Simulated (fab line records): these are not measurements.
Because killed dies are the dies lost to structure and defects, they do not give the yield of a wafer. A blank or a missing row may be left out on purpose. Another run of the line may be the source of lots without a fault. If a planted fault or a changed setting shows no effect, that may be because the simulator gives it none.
What tool caused it? || flow nand harc || 13 lots with 39 wafers sampled at 5 steps, on a route of 1159 steps

WHAT THE GAUGES READ, wafer by wafer
NHARC_P_START_INSPECT_01.
{"lot": "L710", "measured": "day 1 12:03", "on": "defect inspect-01", "raw defect count": "5 5 6"}
{"lot": "L711", "measured": "day 1 18:02", "on": "defect inspect-01", "raw defect count": "4 4 4"}
{"lot": "L712", "measured": "day 2 00:02", "on": "defect inspect-01", "raw defect count": "0 6 2"}
{"lot": "L713", "measured": "day 2 06:02", "on": "defect inspect-01", "raw defect count": "4 4 4"}
{"lot": "L714", "measured": "day 2 12:02", "on": "defect inspect-02", "raw defect count": "3 2 0"}
{"lot": "L718", "measured": "day 3 12:02", "on": "defect inspect-02", "raw defect count": "4 3 3"}
{"lot": "L719", "measured": "day 3 18:02", "on": "defect inspect-01", "raw defect count": "3 3 2"}
{"lot": "L725", "measured": "day 5 06:02", "on": "defect inspect-01", "raw defect count": "6 3 2"}
{"lot": "L729", "measured": "day 6 06:02", "on": "defect inspect-02", "raw defect count": "6 3 8"}
{"lot": "L730", "measured": "day 6 12:02", "on": "defect inspect-02", "raw defect count": "4 2 2"}
{"lot": "L731", "measured": "day 6 18:02", "on": "defect inspect-01", "raw defect count": "4 4 0"}
{"lot": "L732", "measured": "day 7 00:02", "on": "defect inspect-01", "raw defect count": "1 8 3"}
{"lot": "L733", "measured": "day 7 06:02", "on": "defect inspect-01", "raw defect count": "2 2 3"}

NHARC_P_ZERO_WELL_CD_MEAS_11: the cd target is 500 nm.
{"lot": "L710", "measured": "day 1 13:07", "on": "cd sem-03", "cd nm (nm)": "500.1 500.2 501.6"}
{"lot": "L711", "measured": "day 1 19:07", "on": "cd sem-03", "cd nm (nm)": "501.1 499.5 501.2"}
{"lot": "L712", "measured": "day 2 01:14", "on": "cd sem-01", "cd nm (nm)": "500.6 500.5 500.8"}
{"lot": "L713", "measured": "day 2 07:14", "on": "cd sem-01", "cd nm (nm)": "500.9 502.2 501.8"}
{"lot": "L714", "measured": "day 2 13:16", "on": "cd sem-01", "cd nm (nm)": "501.3 502.7 500.4"}
{"lot": "L718", "measured": "day 3 13:18", "on": "cd sem-03", "cd nm (nm)": "500.3 500.6 499.0"}
{"lot": "L719", "measured": "day 3 19:24", "on": "cd sem-03", "cd nm (nm)": "500.3 497.9 499.8"}
{"lot": "L725", "measured": "day 5 07:15", "on": "cd sem-03", "cd nm (nm)": "501.5 501.1 502.1"}
{"lot": "L729", "measured": "day 6 07:14", "on": "cd sem-02", "cd nm (nm)": "501.1 500.8 502.3"}
{"lot": "L730", "measured": "day 6 13:25", "on": "cd sem-03", "cd nm (nm)": "496.9 497.0 499.4"}
{"lot": "L731", "measured": "day 6 19:14", "on": "cd sem-03", "cd nm (nm)": "498.7 498.6 498.4"}
{"lot": "L732", "measured": "day 7 01:14", "on": "cd sem-02", "cd nm (nm)": "498.2 497.5 497.5"}
{"lot": "L733", "measured": "day 7 07:14", "on": "cd sem-03", "cd nm (nm)": "498.8 498.8 500.8"}

NHARC_P_ZERO_WELL_INSPECT_43.
{"lot": "L710", "measured": "day 1 19:52", "on": "defect inspect-02", "raw defect count": "15 10 17"}
{"lot": "L711", "measured": "day 2 01:31", "on": "defect inspect-02", "raw defect count": "12 14 11"}
{"lot": "L712", "measured": "day 2 07:49", "on": "defect inspect-01", "raw defect count": "27 12 13"}
{"lot": "L713", "measured": "day 2 13:35", "on": "defect inspect-01", "raw defect count": "18 16 9"}
{"lot": "L714", "measured": "day 2 19:28", "on": "defect inspect-01", "raw defect count": "8 9 13"}
{"lot": "L718", "measured": "day 3 19:28", "on": "defect inspect-01", "raw defect count": "13 19 21"}
{"lot": "L719", "measured": "day 4 02:09", "on": "defect inspect-02", "raw defect count": "14 4 6"}
{"lot": "L725", "measured": "day 5 13:26", "on": "defect inspect-01", "raw defect count": "34 14 19"}
{"lot": "L729", "measured": "day 6 13:37", "on": "defect inspect-01", "raw defect count": "20 12 18"}
{"lot": "L730", "measured": "day 6 19:44", "on": "defect inspect-02", "raw defect count": "11 23 12"}
{"lot": "L731", "measured": "day 7 01:40", "on": "defect inspect-02", "raw defect count": "13 15 30"}
{"lot": "L732", "measured": "day 7 07:44", "on": "defect inspect-01", "raw defect count": "7 15 4"}
{"lot": "L733", "measured": "day 7 13:48", "on": "defect inspect-02", "raw defect count": "23 19 19"}

NHARC_END_SORT_01.
{"lot": "L718", "measured": "day 21 03:46", "on": "prober-01", "killed at array": "17 26 22", "killed at other": "0 0 0", "killed at periphery": "6 2 1", "killed dies": "23 28 23", "killed open": "2 2 2", "killed short": "2 1 4"}
{"lot": "L725", "measured": "day 23 08:03", "on": "prober-02", "killed at array": "36 30 28", "killed at other": "1 0 0", "killed at periphery": "4 2 2", "killed dies": "41 32 30", "killed open": "4 2 6", "killed short": "0 1 1"}
{"lot": "L731", "measured": "day 23 18:14", "on": "prober-01", "killed at array": "24 28 22", "killed at other": "0 2 0", "killed at periphery": "4 1 3", "killed dies": "28 31 25", "killed open": "2 4 1", "killed short": "1 2 1"}

EACH LOT AND THE TOOL THAT RAN IT (in order: tool; ch and the chambers of the sampled wafers; start)
{"lot": "L710", "NHARC_P_STI_ETCH_42": "rie diel-11 ch 0,2,3, day 2 16:20"}
{"lot": "L711", "NHARC_P_STI_ETCH_42": "rie diel-11 ch 2,3, day 2 16:11"}
{"lot": "L712", "NHARC_P_STI_ETCH_42": "rie diel-03 ch 0,1,2, day 3 01:29"}
{"lot": "L713", "NHARC_P_STI_ETCH_42": "rie diel-11 ch 0,1,2, day 3 06:56"}
{"lot": "L714", "NHARC_P_STI_ETCH_42": "rie diel-11 ch 0,2,3, day 3 12:50"}
{"lot": "L718", "NHARC_P_STI_ETCH_42": "rie diel-03 ch 1,3, day 4 07:44"}
{"lot": "L719", "NHARC_P_STI_ETCH_42": "rie diel-07 ch 0,3, day 4 22:22"}
{"lot": "L725", "NHARC_P_STI_ETCH_42": "rie diel-07 ch 0,1, day 6 06:41"}
{"lot": "L729", "NHARC_P_STI_ETCH_42": "rie diel-07 ch 0,1,3, day 7 05:21"}
{"lot": "L730", "NHARC_P_STI_ETCH_42": "rie diel-11 ch 0,2,3, day 7 12:38"}
{"lot": "L731", "NHARC_P_STI_ETCH_42": "rie diel-11 ch 0,1,2, day 7 19:06"}
{"lot": "L732", "NHARC_P_STI_ETCH_42": "rie diel-03 ch 0,1,2, day 7 23:30"}
{"lot": "L733", "NHARC_P_STI_ETCH_42": "rie diel-11 ch 0,2, day 8 05:34"}
- NHARC_P_STI_ETCH_42: etches the open film in N2/H2, target depth 80 nm, overetch 24 nm, time 61 s.

WHAT THE TOOLS THEMSELVES READ (means of the sampled wafers that have a number; where no wafer has one, the mark that the record gives instead)
NHARC_P_STI_ETCH_42.
{"lot": "L710", "tool": "rie diel-11", "drypump motor current A (A)": 5.8, "oes product au (a.u.)": 0.999, "rf vpp V (V)": 430.9, "showerhead plenum p Torr (Torr)": 2.03, "throttle valve pct (%)": 14.178}
{"lot": "L711", "tool": "rie diel-11", "drypump motor current A (A)": 5.7, "oes product au (a.u.)": 0.997, "rf vpp V (V)": 432.5, "showerhead plenum p Torr (Torr)": 2.09, "throttle valve pct (%)": 14.174}
{"lot": "L712", "tool": "rie diel-03", "drypump motor current A (A)": 5.8, "oes product au (a.u.)": 1.003, "rf vpp V (V)": 430.6, "showerhead plenum p Torr (Torr)": 2.04, "throttle valve pct (%)": 14.175}
{"lot": "L713", "tool": "rie diel-11", "drypump motor current A (A)": 5.6, "oes product au (a.u.)": 1.010, "rf vpp V (V)": 429.9, "showerhead plenum p Torr (Torr)": 2.01, "throttle valve pct (%)": 14.178}
{"lot": "L714", "tool": "rie diel-11", "drypump motor current A (A)": 5.8, "oes product au (a.u.)": 0.997, "rf vpp V (V)": 430.3, "showerhead plenum p Torr (Torr)": 2.03, "throttle valve pct (%)": 14.185}
{"lot": "L718", "tool": "rie diel-03", "drypump motor current A (A)": 5.9, "oes product au (a.u.)": 0.994, "rf vpp V (V)": 426.3, "showerhead plenum p Torr (Torr)": 1.91, "throttle valve pct (%)": 14.178}
{"lot": "L719", "tool": "rie diel-07", "drypump motor current A (A)": 6.2, "oes product au (a.u.)": 1.001, "rf vpp V (V)": 432.8, "showerhead plenum p Torr (Torr)": 2.13, "throttle valve pct (%)": 14.180}
{"lot": "L725", "tool": "rie diel-07", "drypump motor current A (A)": 5.3, "oes product au (a.u.)": 1.003, "rf vpp V (V)": 430.0, "showerhead plenum p Torr (Torr)": 2.00, "throttle valve pct (%)": 14.153}
{"lot": "L729", "tool": "rie diel-07", "drypump motor current A (A)": 5.7, "oes product au (a.u.)": 0.955, "rf vpp V (V)": 432.0, "showerhead plenum p Torr (Torr)": 2.07, "throttle valve pct (%)": 14.173}
{"lot": "L730", "tool": "rie diel-11", "drypump motor current A (A)": 5.8, "oes product au (a.u.)": 1.003, "rf vpp V (V)": 429.7, "showerhead plenum p Torr (Torr)": 2.03, "throttle valve pct (%)": 14.176}
{"lot": "L731", "tool": "rie diel-11", "drypump motor current A (A)": 5.6, "oes product au (a.u.)": 0.995, "rf vpp V (V)": 429.6, "showerhead plenum p Torr (Torr)": 2.01, "throttle valve pct (%)": 14.161}
{"lot": "L732", "tool": "rie diel-03", "drypump motor current A (A)": 5.8, "oes product au (a.u.)": 0.997, "rf vpp V (V)": 430.1, "showerhead plenum p Torr (Torr)": 2.04, "throttle valve pct (%)": 14.173}
{"lot": "L733", "tool": "rie diel-11", "drypump motor current A (A)": 5.7, "oes product au (a.u.)": 0.999, "rf vpp V (V)": 429.4, "showerhead plenum p Torr (Torr)": 2.00, "throttle valve pct (%)": 14.169}

THE ANSWER, worked out from the rows above alone
Rule: usual is defined by the lots themselves. The widest of any qualifying gaps counts: lots, ordered by their means at a reading, are off when they make up no more than a third of the lots, leave a main group of 4 or more, and stand apart from it by 3 or more times the standard deviation of that group's means. Not used: any main group whose means are identical at the precision the tables above print for the reading. Also off: a lot with no number at a reading for which 4 or more lots have one. Where the step has rows for the other lots, those lots are counted as sound. First the gauges in route order, then the tools' own readings, where a lot's mean is used as printed above. At the first step where some lot is off, the reading lying furthest off is the one used; lots without a number count as furthest.
Off, at NHARC_P_STI_ETCH_42 on oes product au: L729. Mean 1.000 a.u. and standard deviation 0.0043 in the main group.
If a tool, at that step or one of the process steps before it, ran each lot that is off and ran no sound lot following the first of them, it fits. One fits: NHARC_P_STI_ETCH_42 on rie diel-07. Its last sound lot is L725 (day 6 06:41), its first lot that is off L729 (day 7 05:21): a fault that began between those two fits.
On the lots that are off, the tool's own readings at NHARC_P_STI_ETCH_42 differ by more than 5 times the standard deviation of the sound lots' means, which bears it out; oes product au reads 0.955 a.u. there versus 1.000 a.u. on the sound lots.

WHAT THE SIMULATOR HAD PUT IN
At NHARC_P_STI_ETCH_42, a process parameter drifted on rie diel-07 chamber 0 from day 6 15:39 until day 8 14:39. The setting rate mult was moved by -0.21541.
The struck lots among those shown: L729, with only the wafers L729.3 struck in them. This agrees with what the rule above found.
